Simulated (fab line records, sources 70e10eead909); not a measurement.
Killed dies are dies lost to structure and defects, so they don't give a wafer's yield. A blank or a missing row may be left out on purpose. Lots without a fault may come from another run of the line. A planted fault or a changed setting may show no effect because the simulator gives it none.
fab line records | flow nand_harc
record lots=24 wafers=72 last_day=33
route steps=1302 shown A_CHANNEL_HOLE_D2@584 A_CHANNEL_FILL_D2@627 A_STAIRCASE@639
lots that met no fault: from a run of the same line without faults
start_h: hours from the record's first day to the start of the lot's first wafer shown | wait_h: hours since the lot's step before | " the same as in the row above | L1.1+2: a row that stands for several wafers | - no value, or no start given | * or withheld: withheld | < > ~ a bound
route shown NAME@n: a module of which the file shows steps, and the number in the route of the first | usual: mean/standard deviation of fault-free wafers | same: alike in all rows | chamber/n: place in a boat | sites: the reading at each site | _std_site: their standard deviation | _edge_site: outer sites' mean less inner sites' | radius_mm: how far each site lies from the wafer's centre | mask NAME#n: copy n | behind: the tool/chamber that last shaped the wafer | hold: why the lot was held/for how many hours/how that ended | device: the transistor (n, p or np) that didn't switch | end of line: the same wafers' tests at the end of the route | a step without rows: its recipe alone | killed: dies lost to structure and defects at the first sort, not the wafer's yield | map: a wafer's dies, x killed, . not, _ none there
set.NAME: the setting as run; set.NAME@STEP: as run at that earlier step | model.NAME: the simulator's own value behind a step, which no gauge read
steps of the route over a sample of lots; a table a step, a row a wafer
services: from which hour (start_h, from the record's first day; less than 0 if before it) a tool's chamber was out of use, for how many hours, and why
## steps
# step NHARC_A_CHANNEL_HOLE_D2_INSPECT_12
# usual raw_defect_count=27/21
# columns lot.wafer tool chamber start_h wait_h raw_defect_count
L074.1 defect_inspect-01 - 290.45 0.0 7
L074.3 " - " " 5
L074.5 " - " " 6
L075.3 defect_inspect-02 - 315.09 0.0 48
L075.4 " - " " 44
L075.5 " - " " 36
L077.2 defect_inspect-02 - 317.96 0.0 79
L077.4 " - " " 63
L077.5 " - " " 45
L076.2 defect_inspect-01 - 318.25 0.0 8
L076.3 " - " " 6
L076.6 " - " " 4
L078.2 defect_inspect-01 - 332.90 0.0 13
L078.4 " - " " 6
L078.6 " - " " 11
L079.1 defect_inspect-02 - 355.12 0.0 5
L079.2 " - " " 4
L079.4 " - " " 3
L080.4 defect_inspect-01 - 358.87 0.0 60
L080.5 " - " " 55
L080.6 " - " " 56
L081.1 defect_inspect-02 - 375.85 0.0 48
L081.2 " - " " 58
L081.5 " - " " 71
L082.1 defect_inspect-02 - 376.00 0.0 3
L082.4 " - " " 6
L082.5 " - " " 2
L083.1 defect_inspect-02 - 393.39 0.0 60
L083.2 " - " " 43
L083.3 " - " " 52
L084.1 defect_inspect-02 - 398.74 0.0 59
L084.3 " - " " 60
L084.5 " - " " 61
L085.1 defect_inspect-01 - 411.31 0.0 58
L085.2 " - " " 62
L085.5 " - " " 69
L086.1 defect_inspect-02 - 411.81 0.0 5
L086.3 " - " " 8
L086.6 " - " " 10
L088.1 defect_inspect-02 - 436.74 0.0 13
L088.2 " - " " 12
L088.6 " - " " 15
L087.3 defect_inspect-01 - 436.89 0.0 15
L087.4 " - " " 16
L087.6 " - " " 11
L090.3 defect_inspect-02 - 448.06 0.0 11
L090.5 " - " " 14
L090.6 " - " " 20
L089.1 defect_inspect-01 - 448.52 0.0 20
L089.3 " - " " 11
L089.4 " - " " 15
L091.1 defect_inspect-01 - 468.77 0.0 15
L091.3 " - " " 17
L091.4 " - " " 25
L092.2 defect_inspect-02 - 468.94 0.0 21
L092.3 " - " " 20
L092.6 " - " " 20
L093.2 defect_inspect-01 - 470.76 0.0 59
L093.5 " - " " 56
L093.6 " - " " 53
L095.2 defect_inspect-02 - 497.21 0.0 23
L095.4 " - " " 34
L095.6 " - " " 26
L094.3 defect_inspect-02 - 498.74 0.0 30
L094.4 " - " " 15
L094.6 " - " " 27
L096.3 defect_inspect-01 - 509.17 0.0 3
L096.4 " - " " 4
L096.6 " - " " 5
L097.2 defect_inspect-02 - 509.41 0.0 19
L097.3 " - " " 36
L097.5 " - " " 26
# step NHARC_A_CHANNEL_HOLE_D2_ETCH_25
# recipe bias_v=5000 source_w=withheld pressure_mtorr=20 time_s=1040.2 ar_flow_sccm=375 c4f8_flow_sccm=93.8 o2_flow_sccm=31.2 temp_c=-20 target_depth_a=15000 chemistry=C4F8/O2/Ar
# usual drypump_motor_current_A=6.0/0.58 o2_flow_sccm=31.20/0.08 showerhead_plenum_p_Torr=3.71/0.13 throttle_valve_pct=32.236/0.0091
# columns lot.wafer tool chamber start_h wait_h drypump_motor_current_A o2_flow_sccm rf_hours_counter_h showerhead_plenum_p_Torr throttle_valve_pct
L074.1 har_etch-01 1 294.60 0.6 6.8 31.18 153 3.69 32.236
L074.3 " 1 " " 6.8 31.16 - 3.69 32.223
L074.5 " 0 " " 5.7 31.16 - 3.69 32.241
L075.3 har_etch-01 1 321.40 0.7 6.8 31.20 - 3.69 32.233
L075.4 " 0 " " 5.8 31.17 - 3.69 32.240
L075.5 " 1 " " 6.8 31.21 - 3.69 32.248
L077.2 har_etch-02 1 322.10 0.6 6.2 31.22 368 3.56 32.227
L077.4 " 0 " " 5.2 31.23 - 3.60 32.238
L077.5 " 1 " " 6.2 31.17 - 3.56 32.250
L076.2 har_etch-01 0 325.28 0.6 5.7 31.23 168 3.69 32.227
L076.3 " 0 " " 5.8 31.29 - 3.69 32.246
L076.6 " 1 " " 6.8 31.11 - 3.69 32.242
L078.2 har_etch-02 1 340.24 1.3 6.2 31.15 - 3.55 32.222
L078.4 " 1 " " 6.2 31.23 - 3.55 32.238
L078.6 " 1 " " 6.2 31.19 - 3.55 32.255
L079.2 har_etch-02 1 361.22 0.6 6.2 31.22 395 3.54 32.243
L079.1 " 0 " " 5.2 31.24 379 3.59 32.235
L079.4 " 0 " " 5.2 31.31 - 3.59 32.238
L080.4 har_etch-02 0 365.82 0.7 5.2 31.04 - 3.59 32.236
L080.5 " 1 " " 6.2 31.16 - 3.54 32.250
L080.6 " 0 " " 5.2 30.95 - 3.59 32.232
L081.2 har_etch-01 1 380.00 0.6 6.8 30.96 206 3.67 32.233
L081.1 " 0 " " 5.7 31.15 206 3.67 32.228
L081.5 " 1 " " 6.8 31.12 - 3.67 32.242
L082.1 har_etch-01 1 384.15 0.6 6.8 31.29 210 3.66 32.239
L082.4 " 1 " " 6.8 31.26 - 3.66 32.245
L082.5 " 1 " " 6.8 31.26 - 3.66 32.238
L083.1 har_etch-02 1 397.74 0.6 6.2 31.30 3 3.93 32.235
L083.2 " 0 " " 5.2 31.19 3 3.93 32.236
L083.3 " 1 " " 6.2 31.28 - 3.93 32.249
L084.1 har_etch-01 1 402.86 0.6 6.8 31.24 226 3.65 32.211
L084.3 " 0 " " 5.8 31.20 - 3.65 32.216
L084.5 " 1 " " 6.8 31.20 - 3.65 32.232
L085.2 har_etch-01 0 416.16 0.6 5.7 31.10 233 3.65 32.231
L085.1 " 1 " " 6.8 31.14 233 3.65 32.231
L085.5 " 0 " " 5.7 31.20 - 3.65 32.241
L086.1 har_etch-02 0 416.33 0.7 5.2 31.17 14 3.92 32.223
L086.3 " 0 " " 5.2 31.17 - 3.92 32.244
L086.6 " 0 " " 5.2 31.35 - 3.92 32.247
L088.1 har_etch-01 1 440.88 0.6 6.8 31.12 241 3.65 32.251
L088.2 " 0 " " 5.8 31.20 241 3.65 32.228
L088.6 " 0 " " 5.8 31.12 - 3.65 32.236
L087.4 har_etch-02 0 442.74 0.7 5.2 31.13 - 3.92 32.234
L087.3 " 1 " " 6.2 31.20 - 3.92 32.240
L087.6 " 1 " " 6.2 31.22 - 3.92 32.234
L090.3 har_etch-01 0 457.17 0.7 5.7 31.39 - 3.64 32.223
L090.5 " 0 " " 5.7 31.26 - 3.64 32.238
L090.6 " 1 " " 6.8 31.26 - 3.64 32.237
L089.1 har_etch-02 1 458.37 0.6 6.2 31.16 37 3.91 32.234
L089.4 " 1 " " 6.2 31.32 - 3.91 32.242
L089.3 " 0 " " 5.2 31.27 - 3.91 32.229
L091.1 har_etch-01 0 472.91 0.6 5.8 31.19 268 3.63 32.228
L091.3 " 0 " " 5.8 31.18 - 3.63 32.237
L091.4 " 1 " " 6.8 31.24 - 3.63 32.227
L092.2 har_etch-02 1 475.95 0.6 6.2 31.34 49 3.90 32.227
L092.3 " 1 " " 6.2 31.11 - 3.90 32.239
L092.6 " 1 " " 6.2 31.23 - 3.90 32.221
L093.2 har_etch-01 1 477.23 0.7 6.8 31.28 272 3.63 32.252
L093.5 " 0 " " 5.7 31.18 - 3.63 32.246
L093.6 " 1 " " 6.8 31.21 - 3.63 32.232
L095.2 har_etch-02 1 501.37 0.6 6.2 31.26 60 3.89 32.235
L095.4 " 1 " " 6.2 31.18 - 3.89 32.238
L095.6 " 1 " " 6.2 31.29 - 3.89 32.236
L094.4 har_etch-01 1 503.19 0.7 6.8 31.16 - 3.62 32.237
L094.3 " 0 " " 5.7 31.26 - 3.62 32.221
L094.6 " 0 " " 5.7 31.27 - 3.62 32.240
L096.4 har_etch-02 1 517.49 0.7 6.2 31.04 - 3.89 32.255
L096.3 " 0 " " 5.2 31.27 - 3.89 32.239
L096.6 " 0 " " 5.2 31.14 - 3.89 32.239
L097.2 har_etch-01 0 519.56 0.6 5.7 31.24 298 3.62 32.246
L097.3 " 1 " " 6.8 31.27 - 3.62 32.228
L097.5 " 1 " " 6.8 31.19 - 3.62 32.232
# step NHARC_A_CHANNEL_HOLE_D2_ETCH_26
# recipe bias_v=300 source_w=2000 pressure_mtorr=30 time_s=224.1 ar_flow_sccm=375 c4f8_flow_sccm=11.4 o2_flow_sccm=113.6 temp_c=-20 target_depth_a=3000 chemistry=C4F8/O2/Ar
# usual drypump_motor_current_A=6.0/0.59 o2_flow_sccm=113.6/0.33 showerhead_plenum_p_Torr=3.76/0.14 throttle_valve_pct=24.584/0.0088
# columns lot.wafer tool chamber start_h wait_h drypump_motor_current_A o2_flow_sccm rf_hours_counter_h showerhead_plenum_p_Torr throttle_valve_pct
L074.1 har_etch-01 1 295.49 0.7 6.8 113.8 153 3.74 24.592
L074.3 " 1 " " 6.8 113.5 - 3.74 24.580
L074.5 " 0 " " 5.7 113.6 - 3.74 24.593
L075.3 har_etch-01 1 322.05 0.5 6.8 113.1 - 3.74 24.581
L075.4 " 0 " " 5.7 113.4 - 3.74 24.571
L075.5 " 1 " " 6.8 113.0 - 3.74 24.580
L077.2 har_etch-02 1 322.98 0.7 6.2 113.1 369 3.60 24.584
L077.4 " 0 " " 5.2 113.8 - 3.64 24.580
L077.5 " 1 " " 6.2 113.8 - 3.60 24.592
L076.2 har_etch-01 0 326.17 0.7 5.7 113.9 169 3.74 24.580
L076.3 " 0 " " 5.7 113.8 - 3.74 24.586
L076.6 " 1 " " 6.8 114.0 - 3.74 24.586
L078.2 har_etch-02 1 341.78 1.2 6.2 113.9 - 3.59 24.579
L078.4 " 1 " " 6.2 113.9 - 3.59 24.589
L078.6 " 1 " " 6.2 113.7 - 3.59 24.584
L079.2 har_etch-02 1 362.10 0.7 6.2 113.5 395 3.58 24.570
L079.1 " 0 " " 5.2 113.6 380 3.63 24.585
L079.4 " 0 " " 5.2 113.3 - 3.63 24.586
L080.4 har_etch-02 0 366.35 0.4 5.2 114.2 - 3.63 24.594
L080.5 " 1 " " 6.2 113.1 - 3.58 24.575
L080.6 " 0 " " 5.2 113.8 - 3.63 24.572
L081.2 har_etch-01 1 380.87 0.7 6.8 114.0 207 3.71 24.583
L081.1 " 0 " " 5.7 114.1 207 3.71 24.581
L081.5 " 1 " " 6.8 113.5 - 3.71 24.579
L082.1 har_etch-01 1 385.04 0.7 6.8 113.4 211 3.71 24.577
L082.4 " 1 " " 6.8 113.4 - 3.71 24.588
L082.5 " 1 " " 6.8 113.6 - 3.71 24.585
L083.1 har_etch-02 1 398.62 0.7 6.2 113.1 4 3.99 24.567
L083.2 " 0 " " 5.2 113.5 4 3.99 24.590
L083.3 " 1 " " 6.2 113.6 - 3.99 24.570
L084.1 har_etch-01 1 403.75 0.7 6.8 113.7 226 3.70 24.594
L084.3 " 0 " " 5.7 113.8 - 3.70 24.597
L084.5 " 1 " " 6.8 113.8 - 3.70 24.589
L085.2 har_etch-01 0 417.03 0.7 5.7 113.8 234 3.70 24.562
L085.1 " 1 " " 6.8 113.3 234 3.70 24.578
L085.5 " 0 " " 5.7 113.5 - 3.70 24.580
L086.1 har_etch-02 0 417.11 0.6 5.2 112.9 15 3.98 24.572
L086.3 " 0 " " 5.2 112.9 - 3.98 24.582
L086.6 " 0 " " 5.2 113.3 - 3.98 24.588
L088.1 har_etch-01 1 441.76 0.7 6.8 114.0 242 3.69 24.589
L088.2 " 0 " " 5.7 114.2 242 3.69 24.586
L088.6 " 0 " " 5.7 113.5 - 3.69 24.586
L087.4 har_etch-02 0 443.40 0.5 5.2 113.0 - 3.98 24.569
L087.3 " 1 " " 6.2 113.9 - 3.98 24.604
L087.6 " 1 " " 6.2 113.7 - 3.98 24.578
L090.3 har_etch-01 0 457.83 0.5 5.8 113.5 - 3.69 24.580
L090.5 " 0 " " 5.8 113.7 - 3.69 24.589
L090.6 " 1 " " 6.8 113.6 - 3.69 24.585
L089.1 har_etch-02 1 459.24 0.7 6.2 113.5 38 3.97 24.598
L089.4 " 1 " " 6.2 113.5 - 3.97 24.575
L089.3 " 0 " " 5.2 113.5 - 3.97 24.585
L091.1 har_etch-01 0 473.80 0.7 5.7 113.8 268 3.68 24.589
L091.3 " 0 " " 5.8 113.7 - 3.68 24.591
L091.4 " 1 " " 6.8 112.9 - 3.68 24.586
L092.2 har_etch-02 1 476.83 0.7 6.2 113.4 49 3.96 24.574
L092.3 " 1 " " 6.2 113.9 - 3.96 24.608
L092.6 " 1 " " 6.2 113.8 - 3.96 24.575
L093.2 har_etch-01 1 478.00 0.6 6.8 113.5 272 3.68 24.587
L093.5 " 0 " " 5.7 113.2 - 3.68 24.593
L093.6 " 1 " " 6.8 113.4 - 3.68 24.597
L094.4 har_etch-01 1 503.85 0.5 6.8 113.5 - 3.67 24.595
L094.3 " 0 " " 5.8 113.9 - 3.67 24.581
L094.6 " 0 " " 5.7 113.8 - 3.67 24.586
L095.2 har_etch-02 1 513.91 12.4 6.2 113.3 61 3.96 24.571
L095.4 " 1 " " 6.2 113.0 - 3.96 24.576
L095.6 " 1 " " 6.2 114.0 - 3.96 24.578
L096.4 har_etch-02 1 518.14 0.5 6.2 113.8 - 3.95 24.584
L096.3 " 0 " " 5.2 114.3 - 3.95 24.605
L096.6 " 0 " " 5.2 113.3 - 3.95 24.585
L097.2 har_etch-01 0 520.44 0.7 5.7 113.9 299 3.66 24.587
L097.3 " 1 " " 6.8 113.1 - 3.66 24.589
L097.5 " 1 " " 6.8 113.2 - 3.66 24.571
# step NHARC_A_CHANNEL_FILL_D2_ALD_25
# recipe target_thk_a=600 pulse_time_s=10 ald_cycles=600 temp_c=300 material=SiOx
# usual heater_power_w=474/49 precursor_pulse_height_rel=0.999/0.02 susceptor_temp_C=300.00/0.17
# columns lot.wafer tool chamber start_h wait_h heater_power_w precursor_pulse_height_rel susceptor_temp_C
L074.3 ald_hk-03 3 333.80 0.1 421 1.036 299.75
L074.1 " 1 335.03 1.3 519 1.027 300.10
L074.5 " 3 336.26 2.5 411 0.989 299.89
L077.2 ald_hk-04 2 360.70 0.7 461 0.970 299.83
L077.4 " 0 361.94 1.9 499 1.002 299.92
L077.5 " 2 363.17 3.1 442 1.004 299.81
L075.4 ald_hk-01 3 360.70 0.7 521 0.999 300.19
L075.3 " 1 361.95 1.9 470 0.971 299.90
L075.5 " 2 " " 429 1.003 299.91
L076.2 ald_hk-03 3 367.95 0.1 407 1.019 300.09
L076.3 " 1 369.19 1.3 524 0.961 299.85
L076.6 " 3 370.44 2.5 399 1.001 300.33
L078.2 ald_hk-01 3 380.06 0.1 539 1.002 299.74
L078.4 " 0 " " 483 0.997 300.16
L078.6 " 3 382.53 2.5 530 0.973 299.91
L079.2 ald_hk-04 1 400.92 0.1 603 0.957 299.72
L079.1 " 3 402.15 1.3 438 1.025 300.26
L079.4 " 0 " " 503 1.012 300.06
L080.4 ald_hk-01 3 407.87 1.3 530 1.022 300.15
L080.6 " 1 409.09 2.5 481 0.981 300.02
L080.5 " 2 " " 457 0.989 299.91
L081.1 ald_hk-01 3 421.01 1.3 533 1.002 300.37
L081.2 " 0 " " 473 1.005 299.93
L081.5 " 2 422.86 3.1 445 0.993 299.80
L082.1 ald_hk-01 2 428.01 0.7 444 0.995 299.82
L082.4 " 3 " " 539 0.993 300.04
L082.5 " 2 430.48 3.1 439 1.041 299.76
L083.1 ald_hk-03 1 440.09 0.1 507 1.001 300.04
L083.3 " 3 441.33 1.3 429 1.006 300.17
L083.2 " 0 " " 391 0.987 300.26
L084.3 ald_hk-01 3 445.24 0.7 536 0.982 300.03
L084.1 " 0 " " 482 1.013 300.21
L084.5 " 3 447.72 3.1 539 0.989 300.01
L085.1 ald_hk-01 0 454.83 0.1 479 1.005 300.12
L085.2 " 3 456.70 1.9 529 0.987 299.93
L085.5 " 0 " " 471 0.991 299.64
L086.3 ald_hk-04 3 456.08 1.3 450 0.988 300.17
L086.1 " 0 457.32 2.5 494 0.972 300.39
L086.6 " 3 461.06 6.3 458 0.986 300.08
L087.3 ald_hk-01 0 481.65 0.1 480 0.995 300.02
L087.4 " 1 " " 480 0.966 300.08
L087.6 " 0 484.08 2.5 472 0.990 300.06
L088.1 ald_hk-04 3 481.65 0.1 449 0.985 300.08
L088.2 " 0 " " 503 1.007 299.86
L088.6 " 3 484.09 2.5 462 1.018 299.92
L090.3 ald_hk-03 3 497.30 1.3 429 1.033 299.97
L090.6 " 1 498.54 2.5 505 0.968 299.61
L090.5 " 2 " " 463 1.014 299.78
L089.3 ald_hk-01 3 499.67 3.7 521 1.000 300.02
L089.4 " 0 " " 493 0.989 300.42
L089.1 " 1 " " 470 0.984 299.91
L091.3 ald_hk-01 1 512.76 0.7 480 0.979 300.16
L091.1 " 2 " " 438 1.019 300.31
L091.4 " 3 " " 520 1.030 299.98
L092.2 ald_hk-03 1 517.01 1.3 511 0.994 299.89
L092.3 " 2 " " 475 0.990 300.02
L092.6 " 3 " " 438 0.983 300.19
L093.2 ald_hk-04 2 517.62 1.9 427 0.945 300.14
L093.5 " 3 " " 447 0.985 300.11
L093.6 " 0 " " 503 1.004 299.86
L094.3 ald_hk-01 2 543.55 0.7 443 1.012 -
L094.4 " 0 544.76 1.9 481 1.005 -
L094.6 " 2 545.97 3.1 437 1.000 -
L095.4 ald_hk-03 1 553.27 0.0 505 0.992 299.91
L095.2 " 0 555.11 1.9 386 0.972 300.21
L095.6 " 1 " " 493 1.017 300.43
L097.3 ald_hk-01 3 557.54 0.7 514 1.010 299.69
L097.2 " 1 558.77 1.9 470 0.976 300.03
L097.5 " 2 " " 435 0.986 300.27
L096.4 ald_hk-04 0 558.15 1.3 511 0.991 300.07
L096.3 " 1 " " 599 1.016 300.15
L096.6 " 3 560.01 3.1 462 1.020 300.11
# step NHARC_A_CHANNEL_FILL_D2_INSPECT_13
# usual raw_defect_count=356/100
# columns lot.wafer tool chamber start_h wait_h raw_defect_count
L074.1 defect_inspect-02 - 345.70 0.2 290
L074.3 " - " " 311
L074.5 " - " " 484
L075.3 defect_inspect-02 - 372.11 0.1 321
L075.4 " - " " 280
L075.5 " - " " 389
L077.2 defect_inspect-02 - 372.16 0.1 448
L077.4 " - " " 289
L077.5 " - " " 488
L076.2 defect_inspect-02 - 379.90 0.1 463
L076.3 " - " " 270
L076.6 " - " " 284
L078.2 defect_inspect-01 - 392.13 0.1 265
L078.4 " - " " 220
L078.6 " - " " 305
L079.1 defect_inspect-02 - 412.85 0.2 479
L079.2 " - " " 321
L079.4 " - " " 370
L080.4 defect_inspect-01 - 418.72 0.1 376
L080.5 " - " " 361
L080.6 " - " " 415
L081.1 defect_inspect-02 - 431.93 0.2 320
L081.2 " - " " 232
L081.5 " - " " 412
L082.1 defect_inspect-02 - 440.92 0.2 511
L082.4 " - " " 799
L082.5 " - " " 341
L083.1 defect_inspect-01 - 452.24 0.2 423
L083.2 " - " " 522
L083.3 " - " " 257
L084.1 defect_inspect-01 - 456.64 0.2 512
L084.3 " - " " 361
L084.5 " - " " 368
L085.1 defect_inspect-02 - 466.91 0.2 375
L085.2 " - " " 412
L085.5 " - " " 352
L086.1 defect_inspect-02 - 470.60 0.2 316
L086.3 " - " " 340
L086.6 " - " " 185
L087.3 defect_inspect-02 - 493.67 0.1 327
L087.4 " - " " 408
L087.6 " - " " 271
L088.1 defect_inspect-01 - 493.67 0.2 344
L088.2 " - " " 294
L088.6 " - " " 480
L090.3 defect_inspect-01 - 508.19 0.1 350
L090.5 " - " " 420
L090.6 " - " " 428
L089.1 defect_inspect-02 - 511.90 0.2 404
L089.3 " - " " 420
L089.4 " - " " 338
L091.1 defect_inspect-02 - 524.14 0.2 279
L091.3 " - " " 456
L091.4 " - " " 285
L093.2 defect_inspect-01 - 527.70 0.1 544
L093.5 " - " " 346
L093.6 " - " " 332
L092.2 defect_inspect-02 - 527.74 0.1 183
L092.3 " - " " 317
L092.6 " - " " 188
L094.3 defect_inspect-01 - 554.86 0.1 367
L094.4 " - " " 362
L094.6 " - " " 317
L095.2 defect_inspect-01 - 565.30 0.1 504
L095.4 " - " " 481
L095.6 " - " " 211
L097.2 defect_inspect-02 - 568.96 0.1 230
L097.3 " - " " 254
L097.5 " - " " 274
L096.3 defect_inspect-01 - 568.96 0.1 273
L096.4 " - " " 213
L096.6 " - " " 264
# step NHARC_A_STAIRCASE_DEP_156
# recipe target_thk_a=500 temp_c=400 target_thk_nm=50 flow_sccm=200 rf_w=450 material=SiNx
# usual heater_power_w=743/92 susceptor_temp_C=400.01/0.24
# columns lot.wafer tool chamber start_h wait_h heater_power_w susceptor_temp_C
L074.1 pecvd-01 0 345.79 0.1 571 400.04
L074.3 " 1 " " 675 400.00
L074.5 " 2 " " 912 399.87
L075.3 pecvd-04 1 372.24 0.1 797 400.23
L075.5 " 2 " " 678 400.67
L075.4 " 1 " " 816 400.33
L077.2 pecvd-01 2 372.26 0.1 887 400.33
L077.4 " 2 " " 851 400.19
L077.5 " 0 " " 674 399.95
L076.2 pecvd-02 1 379.97 0.1 788 400.16
L076.3 " 2 " " 817 400.38
L076.6 " 2 " " 831 399.98
L078.2 pecvd-04 0 392.25 0.1 767 399.91
L078.4 " 2 " " 801 399.84
L078.6 " 0 " " 775 399.58
L079.2 pecvd-04 1 412.92 0.1 857 399.89
L079.1 " 2 " " 783 400.16
L079.4 " 1 " " 879 399.79
L080.4 pecvd-01 2 419.04 0.3 782 399.89
L080.6 " 0 " " 728 399.67
L080.5 " 1 " " 616 400.04
L081.2 pecvd-02 2 432.00 0.1 752 399.86
L081.1 " 1 " " 810 399.87
L081.5 " 1 " " 799 400.10
L082.1 pecvd-01 1 441.05 0.1 586 399.55
L082.4 " 2 " " 805 399.74
L082.5 " 1 " " 594 399.77
L083.1 pecvd-02 0 452.30 0.1 685 400.04
L083.3 " 1 " " 716 400.30
L083.2 " 2 " " 832 399.95
L084.1 pecvd-02 1 456.74 0.1 729 399.88
L084.3 " 2 " " 772 399.54
L084.5 " 1 " " 758 399.81
L085.2 pecvd-01 2 467.01 0.1 900 400.07
L085.1 " 0 " " 610 399.88
L085.5 " 1 " " 652 400.31
L086.3 pecvd-04 2 470.69 0.1 763 399.81
L086.1 " 0 " " 781 400.26
L086.6 " 0 " " 793 400.42
L087.3 pecvd-02 0 493.73 0.1 570 400.17
L087.6 " 0 " " 571 399.91
L087.4 " 2 " " 840 400.16
L088.1 pecvd-02 1 493.90 0.2 833 400.03
L088.2 " 2 " " 802 399.84
L088.6 " 1 " " 825 399.56
L090.3 pecvd-02 1 508.25 0.1 804 399.85
L090.6 " 1 " " 833 400.05
L090.5 " 2 " " 730 400.00
L089.3 pecvd-02 2 511.97 0.1 807 399.72
L089.1 " 0 " " 655 400.24
L089.4 " 1 " " 795 399.55
L091.1 pecvd-04 2 524.21 0.1 680 399.90
L091.3 " 1 " " 870 399.68
L091.4 " 0 " " 852 400.10
L093.2 pecvd-01 2 527.79 0.1 766 400.23
L093.6 " 1 " " 594 400.10
L093.5 " 0 " " 659 400.18
L092.2 pecvd-04 2 527.81 0.1 758 400.42
L092.3 " 1 " " 789 399.70
L092.6 " 2 " " 760 400.15
L094.3 pecvd-02 2 554.92 0.1 795 400.32
L094.4 " 0 " " 673 400.18
L094.6 " 1 " " 755 399.88
L095.2 pecvd-04 0 565.37 0.1 858 400.14
L095.6 " 0 " " 888 400.26
L095.4 " 2 " " 652 400.05
L097.2 pecvd-04 2 569.02 0.1 682 399.96
L097.3 " 0 " " 722 400.74
L097.5 " 0 " " 699 400.73
L096.3 pecvd-01 0 569.09 0.1 660 400.15
L096.4 " 1 " " 597 400.25
L096.6 " 0 " " 663 399.92
## services
# columns tool chamber start_h hours kind
pecvd-02 0 276.65 2.2 repair
ald_hk-03 - 281.88 0.9 repair
ald_hk-01 - 305.57 10.0 pm
pecvd-01 - 311.30 13.0 pm
har_etch-02 0 323.36 - consumable_replace:focus_ring
har_etch-02 0 323.36 17.0 scheduled_down
har_etch-02 0 323.36 17.0 vent_cycle
pecvd-02 0 339.44 6.0 repair
pecvd-01 - 340.93 1.6 repair
har_etch-02 - 377.43 17.0 pm
har_etch-02 0 377.43 17.0 vent_cycle
har_etch-02 1 377.43 17.0 vent_cycle
ald_hk-03 - 392.54 10.0 pm
har_etch-02 0 394.43 - clean
har_etch-02 0 394.43 - consumable_replace:showerhead
pecvd-02 - 408.44 13.0 pm
ald_hk-04 - 425.34 0.7 repair
ald_hk-04 - 434.83 10.0 pm
pecvd-04 - 450.49 13.0 pm
ald_hk-01 - 473.11 1.1 repair
pecvd-01 - 492.30 13.0 pm
pecvd-02 2 523.95 18.8 repair
ald_hk-01 - 550.26 2.2 repair
ald_hk-01 - 562.04 3.8 repair
## key
fault none
